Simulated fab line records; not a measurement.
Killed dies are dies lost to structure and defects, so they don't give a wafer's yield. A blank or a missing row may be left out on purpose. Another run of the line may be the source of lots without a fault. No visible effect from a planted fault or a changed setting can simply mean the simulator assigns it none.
Which of the tools did it? / flow nand-harc / 33 wafers from 11 lots sampled at 5 of the route's 1159 steps

## WHAT THE GAUGES READ, wafer by wafer
NHARC_P_GATE_CD_MEAS_46: target cd 720 nm.
lot=L861; measured=day 5 02:57; on=cd-sem-01; cd-nm (nm)=718.5 720.6 719.7
lot=L860; measured=day 5 03:27; on=cd-sem-03; cd-nm (nm)=719.9 718.6 720.1
lot=L864; measured=day 6 02:41; on=cd-sem-03; cd-nm (nm)=719.9 720.4 717.8
lot=L865; measured=day 6 19:37; on=cd-sem-02; cd-nm (nm)=- - -
lot=L868; measured=day 7 08:31; on=cd-sem-01; cd-nm (nm)=722.1 721.1 721.4
lot=L877; measured=day 9 10:01; on=cd-sem-01; cd-nm (nm)=718.4 716.7 718.8
lot=L876; measured=day 9 08:22; on=cd-sem-02; cd-nm (nm)=719.1 720.5 720.0
lot=L878; measured=day 9 18:06; on=cd-sem-01; cd-nm (nm)=719.9 717.7 719.4
lot=L879; measured=day 9 19:19; on=cd-sem-02; cd-nm (nm)=722.6 725.6 724.8
lot=L883; measured=day 10 21:54; on=cd-sem-02; cd-nm (nm)=722.7 720.1 720.0
lot=L882; measured=day 10 23:58; on=cd-sem-03; cd-nm (nm)=720.2 721.6 717.9

## TOOL THAT RAN EACH LOT (tool first, then ch and the chambers of the sampled wafers, then the start)
lot=L861; NHARC_P_GATE_DESCUM_31=rie-diel-03 ch 1,2,3, day 4 15:14; NHARC_P_GATE_HM_OPEN_105=rie-diel-03 ch 0,1,2, day 5 02:47 or earlier; NHARC_P_GATE_ETCH_114=rie-diel-03 ch 0,1,3, day 5 02:47 or earlier; NHARC_P_GATE_EXPOSE_43=krf-scanner-04 ch 0, day 5 02:47
lot=L860; NHARC_P_GATE_DESCUM_31=rie-diel-04 ch 1,2, day 4 15:40; NHARC_P_GATE_HM_OPEN_105=rie-diel-04 ch 1,2,3, day 5 03:17 or earlier; NHARC_P_GATE_ETCH_114=rie-diel-04 ch 0,2,3, day 5 03:17 or earlier; NHARC_P_GATE_EXPOSE_43=krf-scanner-01 ch 0, day 5 03:17
lot=L864; NHARC_P_GATE_DESCUM_31=rie-diel-01 ch 0,1, day 5 14:51; NHARC_P_GATE_HM_OPEN_105=rie-diel-01 ch 1,2,3, day 6 02:32 or earlier; NHARC_P_GATE_ETCH_114=rie-diel-01 ch 0,1, day 6 02:32 or earlier; NHARC_P_GATE_EXPOSE_43=krf-scanner-02 ch 0, day 6 02:32
lot=L865; NHARC_P_GATE_DESCUM_31=rie-diel-01 ch 0,1,3, day 6 07:28; NHARC_P_GATE_HM_OPEN_105=rie-diel-01 ch 0,2,3, day 6 19:27 or earlier; NHARC_P_GATE_ETCH_114=rie-diel-01 ch 0,2,3, day 6 19:27 or earlier; NHARC_P_GATE_EXPOSE_43=krf-scanner-02 ch 0, day 6 19:27
lot=L868; NHARC_P_GATE_DESCUM_31=rie-diel-04 ch 0,1,3, day 6 20:37; NHARC_P_GATE_HM_OPEN_105=rie-diel-04 ch 2,3, day 7 08:22 or earlier; NHARC_P_GATE_ETCH_114=rie-diel-04 ch 0,1, day 7 08:22 or earlier; NHARC_P_GATE_EXPOSE_43=krf-scanner-02 ch 0, day 7 08:22
lot=L877; NHARC_P_GATE_DESCUM_31=rie-diel-03 ch 0,3, day 8 20:04; NHARC_P_GATE_HM_OPEN_105=rie-diel-03 ch 1,2, day 9 09:51 or earlier; NHARC_P_GATE_ETCH_114=rie-diel-03 ch 1,3, day 9 09:51 or earlier; NHARC_P_GATE_EXPOSE_43=krf-scanner-02 ch 0, day 9 09:51
lot=L876; NHARC_P_GATE_DESCUM_31=rie-diel-03 ch 1,3, day 8 20:47; NHARC_P_GATE_HM_OPEN_105=rie-diel-03 ch 0,2, day 9 08:13 or earlier; NHARC_P_GATE_ETCH_114=rie-diel-03 ch 0,2,3, day 9 08:13 or earlier; NHARC_P_GATE_EXPOSE_43=krf-scanner-04 ch 0, day 9 08:13
lot=L878; NHARC_P_GATE_DESCUM_31=rie-diel-03 ch 0,1,3, day 9 06:28; NHARC_P_GATE_HM_OPEN_105=rie-diel-03 ch 0,2,3, day 9 17:57 or earlier; NHARC_P_GATE_ETCH_114=rie-diel-03 ch 1,2,3, day 9 17:57 or earlier; NHARC_P_GATE_EXPOSE_43=krf-scanner-02 ch 0, day 9 17:57
lot=L879; NHARC_P_GATE_DESCUM_31=rie-diel-04 ch 0,3, day 9 06:40; NHARC_P_GATE_HM_OPEN_105=rie-diel-04 ch 2,3, day 9 19:09 or earlier; NHARC_P_GATE_ETCH_114=rie-diel-04 ch 0,1,2, day 9 19:09 or earlier; NHARC_P_GATE_EXPOSE_43=krf-scanner-04 ch 0, day 9 19:09
lot=L883; NHARC_P_GATE_DESCUM_31=rie-diel-01 ch 0,1,3, day 10 10:02; NHARC_P_GATE_HM_OPEN_105=rie-diel-01 ch 0,1,2, day 10 21:44 or earlier; NHARC_P_GATE_ETCH_114=rie-diel-01 ch 0,3, day 10 21:44 or earlier; NHARC_P_GATE_EXPOSE_43=krf-scanner-04 ch 0, day 10 21:44
lot=L882; NHARC_P_GATE_DESCUM_31=rie-diel-01 ch 0,1, day 10 10:41; NHARC_P_GATE_HM_OPEN_105=rie-diel-01 ch 0,1, day 10 23:49 or earlier; NHARC_P_GATE_ETCH_114=rie-diel-01 ch 0,1,3, day 10 23:49 or earlier; NHARC_P_GATE_EXPOSE_43=krf-scanner-02 ch 0, day 10 23:49
- NHARC_P_GATE_DESCUM_31: chemistry O2, time 3 s.
- NHARC_P_GATE_HM_OPEN_105: chemistry O2/COS, target depth 360 nm.
- NHARC_P_GATE_ETCH_114: etches the open film in CF4/O2, target depth 30 nm, overetch 3 nm, time 16.5 s.
- NHARC_P_GATE_EXPOSE_43: exposes mask P NSD, target cd 720 nm.

## THE ANSWER, worked out from the rows above alone
Rule: the usual values come from the lots themselves. Put in order of their means at a reading, lots are off if they are a third of the lots or fewer, leave a main group of 4 or more, and stand apart from it by a gap of 3 or more times the standard deviation of the main group's means; of several such gaps the widest counts. A main group is skipped when, at the precision printed for the reading in the tables above, its means are all equal. A lot without any number at a reading at which 4 lots or more have one is off too. The other lots that the step has rows for count as sound.
Off: L865, at NHARC_P_GATE_CD_MEAS_46 (cd-nm). Without a number there: L865. For the main group the mean is 720.2 nm and the standard deviation 1.7.
A tool fits if, at a process step before that reading, it ran every lot that is off, and no sound lot after the first of them. Those tools and the gauges at NHARC_P_GATE_CD_MEAS_46 are tried in the same way. Because NHARC_P_GATE_HM_OPEN_105 lacks a start for some lots, the hours and order of its lots are taken from NHARC_P_GATE_EXPOSE_43. Because NHARC_P_GATE_ETCH_114 lacks a start for some lots, the hours and order of its lots are taken from NHARC_P_GATE_EXPOSE_43. No candidate that was tried fits.

## WHAT THE SIMULATOR HAD PUT IN
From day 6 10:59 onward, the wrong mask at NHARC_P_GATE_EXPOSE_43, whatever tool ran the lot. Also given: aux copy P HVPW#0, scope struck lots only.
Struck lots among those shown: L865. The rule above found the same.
